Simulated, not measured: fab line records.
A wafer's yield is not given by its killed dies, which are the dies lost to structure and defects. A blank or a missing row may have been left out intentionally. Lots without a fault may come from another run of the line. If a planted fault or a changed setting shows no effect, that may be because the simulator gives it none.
Which tool did it? / flow nandHarc / 13 lots with 38 wafers sampled at 4 steps, on a route of 1302 steps

WHAT THE GAUGES READ, wafer by wafer
The record lacks any reading of a measuring or inspecting step that a usual standard deviation could be used to judge.

TOOL THAT RAN EACH LOT (tool first, then ch and the chambers of the sampled wafers, then the start)
lot=L893; NHARC_A_STAIRCASE_ETCH_273=rieDiel-11 ch 1,2, day 17 05:34 or earlier; NHARC_A_STAIRCASE_STRIP_274=rieDiel-11 ch 1,3, day 17 05:34 or earlier; NHARC_A_STAIRCASE_ETCH_294=rieDiel-10 ch 0,2,3, day 17 05:34; NHARC_A_STAIRCASE_HM_DEP_462=aclDep-01 ch 0, day 17 11:49
lot=L897; NHARC_A_STAIRCASE_ETCH_273=rieDiel-10 ch 1,2, day 18 08:53 or earlier; NHARC_A_STAIRCASE_STRIP_274=rieDiel-10 ch 0,2, day 18 08:53 or earlier; NHARC_A_STAIRCASE_ETCH_294=rieDiel-10 ch 1,2,3, day 18 08:53; NHARC_A_STAIRCASE_HM_DEP_462=aclDep-01 ch 0, day 18 10:44
lot=L899; NHARC_A_STAIRCASE_ETCH_273=rieDiel-10 ch 0,2, day 19 13:50 or earlier; NHARC_A_STAIRCASE_STRIP_274=rieDiel-10 ch 0,3, day 19 13:50 or earlier; NHARC_A_STAIRCASE_ETCH_294=rieDiel-11 ch 0,1,3, day 19 13:50; NHARC_A_STAIRCASE_HM_DEP_462=aclDep-01 ch 0, day 19 15:37
lot=L900; NHARC_A_STAIRCASE_ETCH_273=rieDiel-10 ch 0,3, day 19 21:45 or earlier; NHARC_A_STAIRCASE_STRIP_274=rieDiel-10 ch 1,2,3, day 19 21:45 or earlier; NHARC_A_STAIRCASE_ETCH_294=rieDiel-11 ch 0,1,2, day 19 21:45; NHARC_A_STAIRCASE_HM_DEP_462=aclDep-02 ch 0, day 19 23:23
lot=L902; NHARC_A_STAIRCASE_ETCH_273=rieDiel-11 ch 2,3, day 20 20:56 or earlier; NHARC_A_STAIRCASE_STRIP_274=rieDiel-11 ch 0,2, day 20 20:56 or earlier; NHARC_A_STAIRCASE_ETCH_294=rieDiel-11 ch 0,3, day 20 20:56; NHARC_A_STAIRCASE_HM_DEP_462=aclDep-02 ch 0, day 20 23:46
lot=L906; NHARC_A_STAIRCASE_ETCH_273=rieDiel-05 ch 0,3, day 23 08:23 or earlier; NHARC_A_STAIRCASE_STRIP_274=rieDiel-05 ch 0,1,2, day 23 08:23 or earlier; NHARC_A_STAIRCASE_ETCH_294=rieDiel-11 ch 1,3, day 23 08:23; NHARC_A_STAIRCASE_HM_DEP_462=aclDep-02 ch 0, day 23 09:56
lot=L908; NHARC_A_STAIRCASE_ETCH_273=rieDiel-11 ch 0,1,3, day 23 10:08 or earlier; NHARC_A_STAIRCASE_STRIP_274=rieDiel-11 ch 0,2,3, day 23 10:08 or earlier; NHARC_A_STAIRCASE_ETCH_294=rieDiel-11 ch 0,1, day 23 10:08; NHARC_A_STAIRCASE_HM_DEP_462=aclDep-01 ch 0, day 23 15:14
lot=L911; NHARC_A_STAIRCASE_ETCH_273=rieDiel-10 ch 0,1,3, day 23 20:46 or earlier; NHARC_A_STAIRCASE_STRIP_274=rieDiel-10 ch 0,2,3, day 23 20:46 or earlier; NHARC_A_STAIRCASE_ETCH_294=rieDiel-11 ch 0,2,3, day 23 20:46; NHARC_A_STAIRCASE_HM_DEP_462=aclDep-01 ch 0, day 23 22:34
lot=L910; NHARC_A_STAIRCASE_ETCH_273=rieDiel-11 ch 0,2,3, day 23 23:22 or earlier; NHARC_A_STAIRCASE_STRIP_274=rieDiel-11 ch 0,2, day 23 23:22 or earlier; NHARC_A_STAIRCASE_ETCH_294=rieDiel-05 ch 0,3, day 23 23:22; NHARC_A_STAIRCASE_HM_DEP_462=aclDep-02 ch 0, day 24 01:04
lot=L913; NHARC_A_STAIRCASE_ETCH_273=rieDiel-05 ch 0,1,3, day 25 01:01 or earlier; NHARC_A_STAIRCASE_STRIP_274=rieDiel-05 ch 0,2,3, day 25 01:01 or earlier; NHARC_A_STAIRCASE_ETCH_294=rieDiel-11 ch 0,2,3, day 25 01:01; NHARC_A_STAIRCASE_HM_DEP_462=aclDep-01 ch 0, day 25 02:58
lot=L912; NHARC_A_STAIRCASE_ETCH_273=rieDiel-10 ch 1,2,3, day 25 00:49 or earlier; NHARC_A_STAIRCASE_STRIP_274=rieDiel-10 ch 0,1,2, day 25 00:49 or earlier; NHARC_A_STAIRCASE_ETCH_294=rieDiel-05 ch 0,2,3, day 25 00:49; NHARC_A_STAIRCASE_HM_DEP_462=aclDep-03 ch 0, day 25 02:22
lot=L915; NHARC_A_STAIRCASE_ETCH_273=rieDiel-11 ch 0,1, day 26 05:39 or earlier; NHARC_A_STAIRCASE_STRIP_274=rieDiel-11 ch 0,2, day 26 05:39 or earlier; NHARC_A_STAIRCASE_ETCH_294=rieDiel-05 ch 0,2, day 26 05:39; NHARC_A_STAIRCASE_HM_DEP_462=aclDep-01 ch 0, day 26 09:20
lot=L916; NHARC_A_STAIRCASE_ETCH_273=rieDiel-11 ch 0,2,3, day 26 10:29 or earlier; NHARC_A_STAIRCASE_STRIP_274=rieDiel-05 ch 0,2,3, day 26 10:29; NHARC_A_STAIRCASE_ETCH_294=rieDiel-05 ch 1,2, day 27 00:01; NHARC_A_STAIRCASE_HM_DEP_462=aclDep-02 ch 0, day 27 02:29
- NHARC_A_STAIRCASE_ETCH_273: etches the open film in C4F8/O2/Ar, target depth 10200 nm, time 2468.6 s.
- NHARC_A_STAIRCASE_STRIP_274: strips in O2.
- NHARC_A_STAIRCASE_ETCH_294: etches the open film in C4F8/O2/Ar, target depth 4989 nm, time 1211.6 s.
- NHARC_A_STAIRCASE_HM_DEP_462: deposits aC, target thk 800 nm.

AS READ BY THE TOOLS THEMSELVES (means over the sampled wafers that have a number; for cases with no such wafer, the mark the record gives instead)
NHARC_A_STAIRCASE_ETCH_273.
lot=L893; tool=rieDiel-11; oesProductAu (a.u.)=0.941; rfVppV (V)=1845; runLengthS (s)=2489.9
lot=L897; tool=rieDiel-10; oesProductAu (a.u.)=0.937; rfVppV (V)=1829; runLengthS (s)=2490.5
lot=L899; tool=rieDiel-10; oesProductAu (a.u.)=0.933; rfVppV (V)=1826; runLengthS (s)=2489.8
lot=L900; tool=rieDiel-10; oesProductAu (a.u.)=0.931; rfVppV (V)=1833; runLengthS (s)=2489.5
lot=L902; tool=rieDiel-11; oesProductAu (a.u.)=0.930; rfVppV (V)=1834; runLengthS (s)=2489.6
lot=L906; tool=rieDiel-05; oesProductAu (a.u.)=0.967; rfVppV (V)=1814; runLengthS (s)=2490.4
lot=L908; tool=rieDiel-11; oesProductAu (a.u.)=0.923; rfVppV (V)=1834; runLengthS (s)=2489.9
lot=L911; tool=rieDiel-10; oesProductAu (a.u.)=0.943; rfVppV (V)=1833; runLengthS (s)=2489.8
lot=L910; tool=rieDiel-11; oesProductAu (a.u.)=0.939; rfVppV (V)=1835; runLengthS (s)=2489.9
lot=L913; tool=rieDiel-05; oesProductAu (a.u.)=0.945; rfVppV (V)=1822; runLengthS (s)=2489.9
lot=L912; tool=rieDiel-10; oesProductAu (a.u.)=0.931; rfVppV (V)=1832; runLengthS (s)=2489.9
lot=L915; tool=rieDiel-11; oesProductAu (a.u.)=0.913; rfVppV (V)=1838; runLengthS (s)=2490.0
lot=L916; tool=rieDiel-11; oesProductAu (a.u.)=0.946; rfVppV (V)=1833; runLengthS (s)=2489.8

NHARC_A_STAIRCASE_STRIP_274.
lot=L893; tool=rieDiel-11; drypumpMotorCurrentA (A)=5.9; oesProductAu (a.u.)=1.010; rfVppV (V)=58.5; showerheadPlenumPTorr (Torr)=3.62; throttleValvePct (%)=17.050
lot=L897; tool=rieDiel-10; drypumpMotorCurrentA (A)=5.7; oesProductAu (a.u.)=1.012; rfVppV (V)=58.4; showerheadPlenumPTorr (Torr)=3.49; throttleValvePct (%)=17.033
lot=L899; tool=rieDiel-10; drypumpMotorCurrentA (A)=5.8; oesProductAu (a.u.)=0.994; rfVppV (V)=58.2; showerheadPlenumPTorr (Torr)=3.71; throttleValvePct (%)=17.039
lot=L900; tool=rieDiel-10; drypumpMotorCurrentA (A)=5.6; oesProductAu (a.u.)=0.982; rfVppV (V)=57.7; showerheadPlenumPTorr (Torr)=3.62; throttleValvePct (%)=17.043
lot=L902; tool=rieDiel-11; drypumpMotorCurrentA (A)=6.0; oesProductAu (a.u.)=0.992; rfVppV (V)=58.4; showerheadPlenumPTorr (Torr)=3.71; throttleValvePct (%)=17.038
lot=L906; tool=rieDiel-05; drypumpMotorCurrentA (A)=6.3; oesProductAu (a.u.)=1.016; rfVppV (V)=58.3; showerheadPlenumPTorr (Torr)=3.47; throttleValvePct (%)=17.046
lot=L908; tool=rieDiel-11; drypumpMotorCurrentA (A)=5.9; oesProductAu (a.u.)=0.997; rfVppV (V)=57.8; showerheadPlenumPTorr (Torr)=3.63; throttleValvePct (%)=17.044
lot=L911; tool=rieDiel-10; drypumpMotorCurrentA (A)=5.8; oesProductAu (a.u.)=0.999; rfVppV (V)=58.0; showerheadPlenumPTorr (Torr)=3.57; throttleValvePct (%)=17.045
lot=L910; tool=rieDiel-11; drypumpMotorCurrentA (A)=6.0; oesProductAu (a.u.)=0.979; rfVppV (V)=57.8; showerheadPlenumPTorr (Torr)=3.70; throttleValvePct (%)=17.043
lot=L913; tool=rieDiel-05; drypumpMotorCurrentA (A)=6.2; oesProductAu (a.u.)=1.028; rfVppV (V)=58.3; showerheadPlenumPTorr (Torr)=3.33; throttleValvePct (%)=17.041
lot=L912; tool=rieDiel-10; drypumpMotorCurrentA (A)=5.5; oesProductAu (a.u.)=0.995; rfVppV (V)=56.8; showerheadPlenumPTorr (Torr)=3.50; throttleValvePct (%)=17.032
lot=L915; tool=rieDiel-11; drypumpMotorCurrentA (A)=5.8; oesProductAu (a.u.)=0.980; rfVppV (V)=58.3; showerheadPlenumPTorr (Torr)=3.67; throttleValvePct (%)=17.030
lot=L916; tool=rieDiel-05; drypumpMotorCurrentA (A)=6.2; oesProductAu (a.u.)=1.008; rfVppV (V)=57.2; showerheadPlenumPTorr (Torr)=3.50; throttleValvePct (%)=17.040

NHARC_A_STAIRCASE_ETCH_294.
lot=L893; tool=rieDiel-10; oesProductAu (a.u.)=0.945; rfVppV (V)=1820; runLengthS (s)=1232.8
lot=L897; tool=rieDiel-10; oesProductAu (a.u.)=0.941; rfVppV (V)=1821; runLengthS (s)=1233.0
lot=L899; tool=rieDiel-11; oesProductAu (a.u.)=0.933; rfVppV (V)=1836; runLengthS (s)=1258.2
lot=L900; tool=rieDiel-11; oesProductAu (a.u.)=0.909; rfVppV (V)=1842; runLengthS (s)=1282.3
lot=L902; tool=rieDiel-11; oesProductAu (a.u.)=0.935; rfVppV (V)=1831; runLengthS (s)=1270.5
lot=L906; tool=rieDiel-11; oesProductAu (a.u.)=0.956; rfVppV (V)=1830; runLengthS (s)=1233.0
lot=L908; tool=rieDiel-11; oesProductAu (a.u.)=0.913; rfVppV (V)=1839; runLengthS (s)=1233.2
lot=L911; tool=rieDiel-11; oesProductAu (a.u.)=0.936; rfVppV (V)=1834; runLengthS (s)=1232.9
lot=L910; tool=rieDiel-05; oesProductAu (a.u.)=0.963; rfVppV (V)=1813; runLengthS (s)=1233.1
lot=L913; tool=rieDiel-11; oesProductAu (a.u.)=0.922; rfVppV (V)=1834; runLengthS (s)=1233.1
lot=L912; tool=rieDiel-05; oesProductAu (a.u.)=0.950; rfVppV (V)=1812; runLengthS (s)=1233.3
lot=L915; tool=rieDiel-05; oesProductAu (a.u.)=0.933; rfVppV (V)=1812; runLengthS (s)=1233.6
lot=L916; tool=rieDiel-05; oesProductAu (a.u.)=0.921; rfVppV (V)=1820; runLengthS (s)=1233.2

NHARC_A_STAIRCASE_HM_DEP_462.
lot=L893; tool=aclDep-01; throttleValvePct (%)=34.999
lot=L897; tool=aclDep-01; throttleValvePct (%)=34.997
lot=L899; tool=aclDep-01; throttleValvePct (%)=34.995
lot=L900; tool=aclDep-02; throttleValvePct (%)=35.004
lot=L902; tool=aclDep-02; throttleValvePct (%)=35.009
lot=L906; tool=aclDep-02; throttleValvePct (%)=35.005
lot=L908; tool=aclDep-01; throttleValvePct (%)=35.012
lot=L911; tool=aclDep-01; throttleValvePct (%)=34.990
lot=L910; tool=aclDep-02; throttleValvePct (%)=34.996
lot=L913; tool=aclDep-01; throttleValvePct (%)=34.997
lot=L912; tool=aclDep-03; throttleValvePct (%)=34.992
lot=L915; tool=aclDep-01; throttleValvePct (%)=34.994
lot=L916; tool=aclDep-02; throttleValvePct (%)=34.996

THE ANSWER, worked out from the rows above alone
Rule: the lots themselves supply what counts as usual. The widest of any qualifying gaps counts: lots, ordered by their means at a reading, are off when they make up no more than a third of the lots, leave a main group of 4 or more, and stand apart from it by 3 or more times the standard deviation of that group's means. A main group is skipped when, at the precision printed for the reading in the tables above, its means are all equal. A lot without any number at a reading at which 4 lots or more have one is off too. Any other lot the step has rows for is counted as sound. Order of review: gauges by route order, followed by the tools' own readings, for which a lot's mean as printed above is used. The first step at which some lot is off is used, and at that step the reading that is off furthest; a lot without a number counts as furthest.
Off: L899, L900, L902, at NHARC_A_STAIRCASE_ETCH_294 (runLengthS). The main group has a mean of 1233.1 s with a standard deviation of 0.21.
A tool fits if, at that step or a process step before it, it ran every lot that is off, and no sound lot after the first of them. NHARC_A_STAIRCASE_ETCH_273 gives no start for some lots, so the hours and the order of its lots are those of NHARC_A_STAIRCASE_ETCH_294. NHARC_A_STAIRCASE_STRIP_274 gives no start for some lots, so the hours and the order of its lots are those of NHARC_A_STAIRCASE_ETCH_294. No candidate that was tried fits.

WHAT THE SIMULATOR PUT IN
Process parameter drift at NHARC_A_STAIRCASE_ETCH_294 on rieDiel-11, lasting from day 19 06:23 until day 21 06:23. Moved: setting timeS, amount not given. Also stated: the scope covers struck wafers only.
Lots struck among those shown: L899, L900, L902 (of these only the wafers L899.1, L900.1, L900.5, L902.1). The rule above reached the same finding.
